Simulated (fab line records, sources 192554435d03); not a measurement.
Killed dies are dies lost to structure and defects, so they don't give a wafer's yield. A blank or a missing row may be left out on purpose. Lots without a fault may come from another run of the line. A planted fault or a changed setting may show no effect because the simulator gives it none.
Chamber matching | flow n5_finfet | N5_BEOL_M4_DEP_57 on pecvd-04: 3 sister chambers
The step deposits SiCN from 3MS/NH3, target thk 8 nm, time 14 s. 24 wafers are shown with their chamber, then 12 later ones without.

WAFERS WITH THEIR CHAMBER
wafer  | chamber | throttle_valve_pct (%) | showerhead_plenum_p_Torr (Torr)
L077.3 | 1       | 9.0                    | 3.649
L077.4 | 1       | 9.1                    | 3.659
L077.6 | 0       | 9.1                    | 3.671
L079.1 | 0       | 9.1                    | 3.675
L079.5 | 0       | 8.9                    | 3.674
L079.6 | 1       | 9.2                    | 3.657
L083.1 | 0       | 9.0                    | 3.667
L083.2 | 1       | 9.3                    | 3.652
L083.4 | 0       | 9.1                    | 3.676
L084.1 | 1       | 9.3                    | 3.652
L084.2 | 0       | 8.9                    | 3.661
L084.3 | 1       | 9.2                    | 3.652
L085.2 | 0       | 9.0                    | 3.665
L085.3 | 2       | 7.9                    | 3.662
L085.4 | 1       | 9.3                    | 3.659
L089.3 | 2       | 8.4                    | 3.670
L089.5 | 0       | 9.0                    | 3.674
L089.6 | 1       | 9.2                    | 3.656
L088.1 | 2       | 8.2                    | 3.670
L088.3 | 0       | 9.0                    | 3.661
L088.4 | 2       | 8.1                    | 3.662
L091.2 | 2       | 8.1                    | 3.679
L091.5 | 0       | 8.8                    | 3.670
L091.6 | 2       | 8.3                    | 3.674

SIGNATURES (means of the wafers above)
reading                  | chamber 0 | chamber 1 | chamber 2 | scatter within a chamber
throttle_valve_pct       | 8.990     | 9.200     | 8.167     | 0.124
showerhead_plenum_p_Torr | 3.66940   | 3.65450   | 3.66950   | 0.00538
Rule: a wafer's distance from a chamber is the root of the sum, over the readings, of the square of ((its reading less the chamber's mean) divided by the reading's scatter). The wafer belongs to the nearest chamber; if the next one is less than 2 further off, it can't be placed. The scatter: the root of (the sum of the squares of (reading less its chamber's mean) over the shown wafers, divided by (wafers less chambers)).

WAFERS WITHOUT THEIR CHAMBER
wafer  | throttle_valve_pct (%) | showerhead_plenum_p_Torr (Torr)
L090.2 | 9.2                    | 3.659
L090.5 | 8.2                    | 3.663
L090.6 | 8.9                    | 3.662
L093.3 | 9.3                    | 3.654
L093.4 | 9.4                    | 3.652
L093.6 | 8.2                    | 3.674
L094.1 | 9.4                    | 3.653
L094.2 | 9.2                    | 3.676
L094.6 | 9.3                    | 3.652
L096.2 | 8.3                    | 3.670
L096.4 | 9.4                    | 3.647
L096.5 | 8.4                    | 3.660

WHICH CHAMBER EACH WENT THROUGH
wafer  | from the rows above     | in truth
L090.2 | can't be placed: 1 or 0 | 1
L090.5 | 2                       | 2
L090.6 | can't be placed: 0 or 1 | 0
L093.3 | 1                       | 1
L093.4 | 1                       | 1
L093.6 | 2                       | 2
L094.1 | 1                       | 1
L094.2 | can't be placed: 0 or 1 | 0
L094.6 | 1                       | 1
L096.2 | 2                       | 2
L096.4 | 1                       | 1
L096.5 | 2                       | 2
Placed correctly: 9 of 12. Can't be placed from these rows: 3 (the true chamber is among the candidates in 3). Placed wrongly: 0.
